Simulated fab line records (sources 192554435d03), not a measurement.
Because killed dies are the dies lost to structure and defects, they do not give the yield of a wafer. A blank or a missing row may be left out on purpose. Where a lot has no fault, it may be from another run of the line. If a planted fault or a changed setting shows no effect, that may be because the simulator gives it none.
What tool caused it? || flow n5-finfet || Sampling: 12 lots, 36 wafers, 5 of 1938 route steps

## WHAT EACH GAUGE READ, for each wafer
N5_BEOL_M4_RC_MEAS_101. Usual: DIBL_N 35.8 mV/V, standard deviation 1.7; DIBL_P 35.3 mV/V, standard deviation 2; IOFF_N 0.150 nA/um, standard deviation 0.026; IOFF_P 0.194 nA/um, standard deviation 0.029; ION_N 667 uA/um, standard deviation 11; ION_P 456 uA/um, standard deviation 7.1; SS_N 71.4 mV/dec, standard deviation 0.65; SS_P 73.1 mV/dec, standard deviation 0.64; VT_N 251 mV, standard deviation 3; VT_P -252 mV, standard deviation 3.2.
{"lot": "L874", "measured": "day 11 02:30", "on": "prober-01", "DIBL_N (mV/V)": "37.5 38.0 35.9", "DIBL_P (mV/V)": "35.6 37.8 35.0", "IOFF_N (nA/um)": "0.165 0.195 0.141", "IOFF_P (nA/um)": "0.191 0.236 0.187", "ION_N (uA/um)": "659 665 644", "ION_P (uA/um)": "444 447 442", "SS_N (mV/dec)": "72.8 72.9 72.0", "SS_P (mV/dec)": "73.9 74.3 72.9", "VT_N (mV)": "253 246 253", "VT_P (mV)": "-255 -248 -253", "flag": ""}
{"lot": "L875", "measured": "day 10 07:59", "on": "prober-02", "DIBL_N (mV/V)": "36.1 36.0 37.7", "DIBL_P (mV/V)": "36.4 36.0 37.8", "IOFF_N (nA/um)": "0.148 0.150 0.173", "IOFF_P (nA/um)": "0.197 0.196 0.228", "ION_N (uA/um)": "663 671 666", "ION_P (uA/um)": "452 462 457", "SS_N (mV/dec)": "71.0 71.1 72.4", "SS_P (mV/dec)": "73.3 73.4 74.0", "VT_N (mV)": "252 253 247", "VT_P (mV)": "-252 -255 -250", "flag": ""}
{"lot": "L878", "measured": "day 11 08:04", "on": "prober-02", "DIBL_N (mV/V)": "33.9 31.8 34.2", "DIBL_P (mV/V)": "32.9 31.0 33.7", "IOFF_N (nA/um)": "0.125 0.097 0.125", "IOFF_P (nA/um)": "0.150 0.135 0.157", "ION_N (uA/um)": "669 644 662", "ION_P (uA/um)": "448 443 453", "SS_N (mV/dec)": "71.4 69.8 71.0", "SS_P (mV/dec)": "72.4 72.2 72.5", "VT_N (mV)": "255 256 253", "VT_P (mV)": "-255 -257 -254", "flag": ""}
{"lot": "L883", "measured": "day 12 12:49", "on": "prober-02", "DIBL_N (mV/V)": "33.9 35.7 36.5", "DIBL_P (mV/V)": "32.9 34.6 34.1", "IOFF_N (nA/um)": "0.124 0.149 0.156", "IOFF_P (nA/um)": "0.169 0.199 0.182", "ION_N (uA/um)": "660 673 665", "ION_P (uA/um)": "451 465 450", "SS_N (mV/dec)": "71.0 70.5 70.8", "SS_P (mV/dec)": "72.6 72.7 72.6", "VT_N (mV)": "254 252 251", "VT_P (mV)": "-252 -251 -254", "flag": ""}
{"lot": "L884", "measured": "day 12 22:44", "on": "prober-02", "DIBL_N (mV/V)": "37.4 32.9 36.3", "DIBL_P (mV/V)": "38.0 32.1 35.2", "IOFF_N (nA/um)": "0.163 0.104 0.139", "IOFF_P (nA/um)": "0.246 0.162 0.201", "ION_N (uA/um)": "681 668 664", "ION_P (uA/um)": "466 461 467", "SS_N (mV/dec)": "70.8 70.4 70.6", "SS_P (mV/dec)": "73.6 72.0 72.2", "VT_N (mV)": "250 254 253", "VT_P (mV)": "-247 -252 -251", "flag": ""}
{"lot": "L889", "measured": "day 14 01:35", "on": "prober-01", "DIBL_N (mV/V)": "34.5 34.4 36.1", "DIBL_P (mV/V)": "34.0 32.9 35.3", "IOFF_N (nA/um)": "0.121 0.116 0.143", "IOFF_P (nA/um)": "0.179 0.167 0.204", "ION_N (uA/um)": "650 656 668", "ION_P (uA/um)": "454 451 455", "SS_N (mV/dec)": "71.1 70.8 71.9", "SS_P (mV/dec)": "73.7 72.8 72.8", "VT_N (mV)": "254 255 253", "VT_P (mV)": "-250 -255 -251", "flag": ""}
{"lot": "L892", "measured": "day 14 23:49", "on": "prober-01", "DIBL_N (mV/V)": "36.1 38.2 34.3", "DIBL_P (mV/V)": "35.1 36.6 31.9", "IOFF_N (nA/um)": "0.165 0.209 0.121", "IOFF_P (nA/um)": "0.231 0.262 0.186", "ION_N (uA/um)": "666 691 652", "ION_P (uA/um)": "467 470 458", "SS_N (mV/dec)": "71.9 71.8 70.9", "SS_P (mV/dec)": "72.7 73.3 72.6", "VT_N (mV)": "245 243 251", "VT_P (mV)": "-246 -244 -251", "flag": ""}
{"lot": "L894", "measured": "day 15 08:19", "on": "prober-01", "DIBL_N (mV/V)": "34.3 36.6 34.5", "DIBL_P (mV/V)": "34.8 37.6 35.9", "IOFF_N (nA/um)": "0.117 0.153 0.129", "IOFF_P (nA/um)": "0.170 0.217 0.184", "ION_N (uA/um)": "668 666 674", "ION_P (uA/um)": "463 458 463", "SS_N (mV/dec)": "70.9 71.9 71.3", "SS_P (mV/dec)": "73.4 73.2 73.1", "VT_N (mV)": "255 253 252", "VT_P (mV)": "-253 -251 -253", "flag": ""}
{"lot": "L895", "measured": "day 15 11:44", "on": "prober-02", "DIBL_N (mV/V)": "37.6 36.5 36.8", "DIBL_P (mV/V)": "35.2 35.3 36.0", "IOFF_N (nA/um)": "0.177 0.159 0.167", "IOFF_P (nA/um)": "0.217 0.212 0.225", "ION_N (uA/um)": "680 669 679", "ION_P (uA/um)": "463 461 464", "SS_N (mV/dec)": "71.3 70.4 71.2", "SS_P (mV/dec)": "73.9 72.7 73.7", "VT_N (mV)": "248 250 250", "VT_P (mV)": "-248 -250 -252", "flag": ""}
{"lot": "L896", "measured": "day 15 13:35", "on": "prober-02", "DIBL_N (mV/V)": "36.4 32.1 38.1", "DIBL_P (mV/V)": "37.8 30.6 38.0", "IOFF_N (nA/um)": "0.167 0.103 0.195", "IOFF_P (nA/um)": "0.192 0.114 0.186", "ION_N (uA/um)": "676 649 674", "ION_P (uA/um)": "457 443 452", "SS_N (mV/dec)": "71.4 70.6 72.7", "SS_P (mV/dec)": "73.8 71.6 73.5", "VT_N (mV)": "247 255 247", "VT_P (mV)": "-252 -260 -255", "flag": ""}

## WHICH TOOL RAN EACH LOT (tool, then ch and the chambers of the sampled wafers, then the start)
{"lot": "L874", "N5_BEOL_M1_ANNEAL_87": "pvd-sputter-02, day 6 23:32", "N5_BEOL_M1_ANNEAL_95": "pvd-sputter-02, day 7 00:25", "N5_BEOL_M1_SPUTTER_96": "pvd-sputter-02, day 7 00:33", "N5_BEOL_M1_DEP_57": "pecvd-02 ch 1,2, day 7 01:41"}
{"lot": "L875", "N5_BEOL_M1_ANNEAL_87": "pvd-sputter-02, day 7 06:04", "N5_BEOL_M1_ANNEAL_95": "pvd-sputter-02, day 7 06:56", "N5_BEOL_M1_SPUTTER_96": "pvd-sputter-02, day 7 07:05", "N5_BEOL_M1_DEP_57": "pecvd-02 ch 0,2, day 7 10:58"}
{"lot": "L878", "N5_BEOL_M1_ANNEAL_87": "pvd-sputter-01, day 8 00:39", "N5_BEOL_M1_ANNEAL_95": "pvd-sputter-01, day 8 01:32", "N5_BEOL_M1_SPUTTER_96": "pvd-sputter-01, day 8 01:40", "N5_BEOL_M1_DEP_57": "pecvd-02 ch 1,2, day 8 03:26"}
{"lot": "L883", "N5_BEOL_M1_ANNEAL_87": "pvd-sputter-02, day 9 08:12", "N5_BEOL_M1_ANNEAL_95": "pvd-sputter-02, day 9 09:05", "N5_BEOL_M1_SPUTTER_96": "pvd-sputter-02, day 9 09:13", "N5_BEOL_M1_DEP_57": "pecvd-04 ch 1,2, day 9 10:25"}
{"lot": "L884", "N5_BEOL_M1_ANNEAL_87": "pvd-sputter-02, day 9 15:10", "N5_BEOL_M1_ANNEAL_95": "pvd-sputter-02, day 9 16:02", "N5_BEOL_M1_SPUTTER_96": "pvd-sputter-02, day 9 16:11", "N5_BEOL_M1_DEP_57": "pecvd-03 ch 0,1,2, day 9 17:10"}
{"lot": "L889", "N5_BEOL_M1_ANNEAL_87": "pvd-sputter-01, day 10 13:27", "N5_BEOL_M1_ANNEAL_95": "pvd-sputter-01, day 10 14:20", "N5_BEOL_M1_SPUTTER_96": "pvd-sputter-01, day 10 14:28", "N5_BEOL_M1_DEP_57": "pecvd-04 ch 0,1,2, day 10 15:27"}
{"lot": "L890", "N5_BEOL_M1_ANNEAL_87": "pvd-sputter-01, day 10 20:53", "N5_BEOL_M1_ANNEAL_95": "pvd-sputter-01, day 10 21:46", "N5_BEOL_M1_SPUTTER_96": "pvd-sputter-01, day 10 21:55", "N5_BEOL_M1_DEP_57": "pecvd-02 ch 1,2, day 10 22:53"}
{"lot": "L891", "N5_BEOL_M1_ANNEAL_87": "pvd-sputter-01, day 11 03:13", "N5_BEOL_M1_ANNEAL_95": "pvd-sputter-01, day 11 04:05", "N5_BEOL_M1_SPUTTER_96": "pvd-sputter-01, day 11 04:14", "N5_BEOL_M1_DEP_57": "pecvd-03 ch 0,2, day 11 05:49"}
{"lot": "L892", "N5_BEOL_M1_ANNEAL_87": "pvd-sputter-02, day 11 06:13", "N5_BEOL_M1_ANNEAL_95": "pvd-sputter-02, day 11 07:05", "N5_BEOL_M1_SPUTTER_96": "pvd-sputter-02, day 11 07:14", "N5_BEOL_M1_DEP_57": "pecvd-04 ch 1,2, day 11 08:15"}
{"lot": "L894", "N5_BEOL_M1_ANNEAL_87": "pvd-sputter-02, day 11 18:23", "N5_BEOL_M1_ANNEAL_95": "pvd-sputter-02, day 11 19:16", "N5_BEOL_M1_SPUTTER_96": "pvd-sputter-02, day 11 19:24", "N5_BEOL_M1_DEP_57": "pecvd-03 ch 0,2, day 11 20:23"}
{"lot": "L895", "N5_BEOL_M1_ANNEAL_87": "pvd-sputter-03, day 12 06:32", "N5_BEOL_M1_ANNEAL_95": "pvd-sputter-03, day 12 07:25", "N5_BEOL_M1_SPUTTER_96": "pvd-sputter-03, day 12 07:34", "N5_BEOL_M1_DEP_57": "pecvd-03 ch 0,1, day 12 08:33"}
{"lot": "L896", "N5_BEOL_M1_ANNEAL_87": "pvd-sputter-01, day 12 10:26", "N5_BEOL_M1_ANNEAL_95": "pvd-sputter-01, day 12 11:19", "N5_BEOL_M1_SPUTTER_96": "pvd-sputter-01, day 12 11:27", "N5_BEOL_M1_DEP_57": "pecvd-02 ch 1,2, day 12 12:26"}
- N5_BEOL_M1_ANNEAL_87: time 240 s.
- N5_BEOL_M1_ANNEAL_95: time 240 s.
- N5_BEOL_M1_SPUTTER_96: material Cu, target thk 4.5 nm, time 8.29 s.
- N5_BEOL_M1_DEP_57: deposits SiCN from 3MS/NH3, target thk 8 nm, time 14 s.

## AS READ BY THE TOOLS THEMSELVES (means over the sampled wafers that have a number; for cases with no such wafer, the mark the record gives instead)
N5_BEOL_M1_ANNEAL_87. Usual: heater-power-w reads 793 W (standard deviation 95).
{"lot": "L874", "tool": "pvd-sputter-02", "heater-power-w (W)": 791, "flag": ""}
{"lot": "L875", "tool": "pvd-sputter-02", "heater-power-w (W)": 784, "flag": ""}
{"lot": "L878", "tool": "pvd-sputter-01", "heater-power-w (W)": 806, "flag": ""}
{"lot": "L883", "tool": "pvd-sputter-02", "heater-power-w (W)": 823, "flag": ""}
{"lot": "L884", "tool": "pvd-sputter-02", "heater-power-w (W)": 818, "flag": ""}
{"lot": "L889", "tool": "pvd-sputter-01", "heater-power-w (W)": 845, "flag": ""}
{"lot": "L890", "tool": "pvd-sputter-01", "heater-power-w (W)": 834, "flag": ""}
{"lot": "L891", "tool": "pvd-sputter-01", "heater-power-w (W)": 834, "flag": ""}
{"lot": "L892", "tool": "pvd-sputter-02", "heater-power-w (W)": 817, "flag": ""}
{"lot": "L894", "tool": "pvd-sputter-02", "heater-power-w (W)": 832, "flag": ""}
{"lot": "L895", "tool": "pvd-sputter-03", "heater-power-w (W)": 751, "flag": ""}
{"lot": "L896", "tool": "pvd-sputter-01", "heater-power-w (W)": 806, "flag": ""}

N5_BEOL_M1_ANNEAL_95. Usual: heater-power-w reads 791 W (standard deviation 96).
{"lot": "L874", "tool": "pvd-sputter-02", "heater-power-w (W)": 774, "flag": ""}
{"lot": "L875", "tool": "pvd-sputter-02", "heater-power-w (W)": 796, "flag": ""}
{"lot": "L878", "tool": "pvd-sputter-01", "heater-power-w (W)": 791, "flag": ""}
{"lot": "L883", "tool": "pvd-sputter-02", "heater-power-w (W)": 810, "flag": ""}
{"lot": "L884", "tool": "pvd-sputter-02", "heater-power-w (W)": 820, "flag": ""}
{"lot": "L889", "tool": "pvd-sputter-01", "heater-power-w (W)": 823, "flag": ""}
{"lot": "L890", "tool": "pvd-sputter-01", "heater-power-w (W)": 820, "flag": ""}
{"lot": "L891", "tool": "pvd-sputter-01", "heater-power-w (W)": 838, "flag": ""}
{"lot": "L892", "tool": "pvd-sputter-02", "heater-power-w (W)": 830, "flag": ""}
{"lot": "L894", "tool": "pvd-sputter-02", "heater-power-w (W)": 815, "flag": ""}
{"lot": "L895", "tool": "pvd-sputter-03", "heater-power-w (W)": 753, "flag": ""}
{"lot": "L896", "tool": "pvd-sputter-01", "heater-power-w (W)": 796, "flag": ""}

N5_BEOL_M1_SPUTTER_96. Usual: throttle-valve-pct reads 30.0 % (standard deviation 1.1).
{"lot": "L874", "tool": "pvd-sputter-02", "throttle-valve-pct (%)": 30.8, "flag": ""}
{"lot": "L875", "tool": "pvd-sputter-02", "throttle-valve-pct (%)": 30.7, "flag": ""}
{"lot": "L878", "tool": "pvd-sputter-01", "throttle-valve-pct (%)": 30.2, "flag": ""}
{"lot": "L883", "tool": "pvd-sputter-02", "throttle-valve-pct (%)": 30.4, "flag": ""}
{"lot": "L884", "tool": "pvd-sputter-02", "throttle-valve-pct (%)": 30.1, "flag": ""}
{"lot": "L889", "tool": "pvd-sputter-01", "throttle-valve-pct (%)": 29.5, "flag": ""}
{"lot": "L890", "tool": "pvd-sputter-01", "throttle-valve-pct (%)": 29.4, "flag": ""}
{"lot": "L891", "tool": "pvd-sputter-01", "throttle-valve-pct (%)": 29.2, "flag": ""}
{"lot": "L892", "tool": "pvd-sputter-02", "throttle-valve-pct (%)": 30.4, "flag": ""}
{"lot": "L894", "tool": "pvd-sputter-02", "throttle-valve-pct (%)": 30.4, "flag": ""}
{"lot": "L895", "tool": "pvd-sputter-03", "throttle-valve-pct (%)": 29.9, "flag": ""}
{"lot": "L896", "tool": "pvd-sputter-01", "throttle-valve-pct (%)": 29.6, "flag": ""}

N5_BEOL_M1_DEP_57. Usual: chamber-pressure-Torr 3.000 Torr, standard deviation 0.0069; rf-fwd-power-W 198.9 W, standard deviation 0.79; showerhead-plenum-p-Torr 3.665 Torr, standard deviation 0.014; throttle-valve-pct 8.9 %, standard deviation 0.43.
{"lot": "L874", "tool": "pecvd-02", "chamber-pressure-Torr (Torr)": 2.996, "rf-fwd-power-W (W)": 198.6, "showerhead-plenum-p-Torr (Torr)": 3.667, "throttle-valve-pct (%)": 8.9, "flag": ""}
{"lot": "L875", "tool": "pecvd-02", "chamber-pressure-Torr (Torr)": 2.993, "rf-fwd-power-W (W)": 198.8, "showerhead-plenum-p-Torr (Torr)": 3.677, "throttle-valve-pct (%)": 9.3, "flag": ""}
{"lot": "L878", "tool": "pecvd-02", "chamber-pressure-Torr (Torr)": 3.007, "rf-fwd-power-W (W)": 198.0, "showerhead-plenum-p-Torr (Torr)": 3.659, "throttle-valve-pct (%)": 8.9, "flag": ""}
{"lot": "L883", "tool": "pecvd-04", "chamber-pressure-Torr (Torr)": 2.991, "rf-fwd-power-W (W)": 199.0, "showerhead-plenum-p-Torr (Torr)": 3.654, "throttle-valve-pct (%)": 8.7, "flag": ""}
{"lot": "L884", "tool": "pecvd-03", "chamber-pressure-Torr (Torr)": 2.997, "rf-fwd-power-W (W)": 198.9, "showerhead-plenum-p-Torr (Torr)": 3.662, "throttle-valve-pct (%)": 8.9, "flag": ""}
{"lot": "L889", "tool": "pecvd-04", "chamber-pressure-Torr (Torr)": 2.999, "rf-fwd-power-W (W)": 198.9, "showerhead-plenum-p-Torr (Torr)": 3.668, "throttle-valve-pct (%)": 9.0, "flag": ""}
{"lot": "L890", "tool": "pecvd-02", "chamber-pressure-Torr (Torr)": "-", "rf-fwd-power-W (W)": "-", "showerhead-plenum-p-Torr (Torr)": "-", "throttle-valve-pct (%)": "-", "flag": "OFF"}
{"lot": "L891", "tool": "pecvd-03", "chamber-pressure-Torr (Torr)": "-", "rf-fwd-power-W (W)": "-", "showerhead-plenum-p-Torr (Torr)": "-", "throttle-valve-pct (%)": "-", "flag": "OFF"}
{"lot": "L892", "tool": "pecvd-04", "chamber-pressure-Torr (Torr)": 3.004, "rf-fwd-power-W (W)": 199.2, "showerhead-plenum-p-Torr (Torr)": 3.653, "throttle-valve-pct (%)": 8.7, "flag": ""}
{"lot": "L894", "tool": "pecvd-03", "chamber-pressure-Torr (Torr)": 2.998, "rf-fwd-power-W (W)": 198.8, "showerhead-plenum-p-Torr (Torr)": 3.662, "throttle-valve-pct (%)": 8.7, "flag": ""}
{"lot": "L895", "tool": "pecvd-03", "chamber-pressure-Torr (Torr)": 3.003, "rf-fwd-power-W (W)": 199.0, "showerhead-plenum-p-Torr (Torr)": 3.656, "throttle-valve-pct (%)": 9.3, "flag": ""}
{"lot": "L896", "tool": "pecvd-02", "chamber-pressure-Torr (Torr)": 3.004, "rf-fwd-power-W (W)": 198.9, "showerhead-plenum-p-Torr (Torr)": 3.655, "throttle-valve-pct (%)": 8.9, "flag": ""}

## THE ANSWER, worked out from the rows above alone
Rule: a lot counts as off when the mean over its wafers that have a number is more than 3 standard deviations away from the usual mean. Also off: a lot with no number at a reading for which 4 or more lots have one. All remaining lots with rows at the step are treated as sound. After the gauges, taken in route order, come the tools' own readings; for these a lot's mean is taken, as printed above. At the first step where some lot is off, the reading lying furthest off is the one used; lots without a number count as furthest.
Off: L890, L891, at N5_BEOL_M1_DEP_57 (chamber-pressure-Torr). Without a number there: L890, L891.
If a tool, at that step or one of the process steps before it, ran each lot that is off and ran no sound lot following the first of them, it fits. Of those tried, none fits.

## WHAT THE SIMULATOR HAD INSERTED
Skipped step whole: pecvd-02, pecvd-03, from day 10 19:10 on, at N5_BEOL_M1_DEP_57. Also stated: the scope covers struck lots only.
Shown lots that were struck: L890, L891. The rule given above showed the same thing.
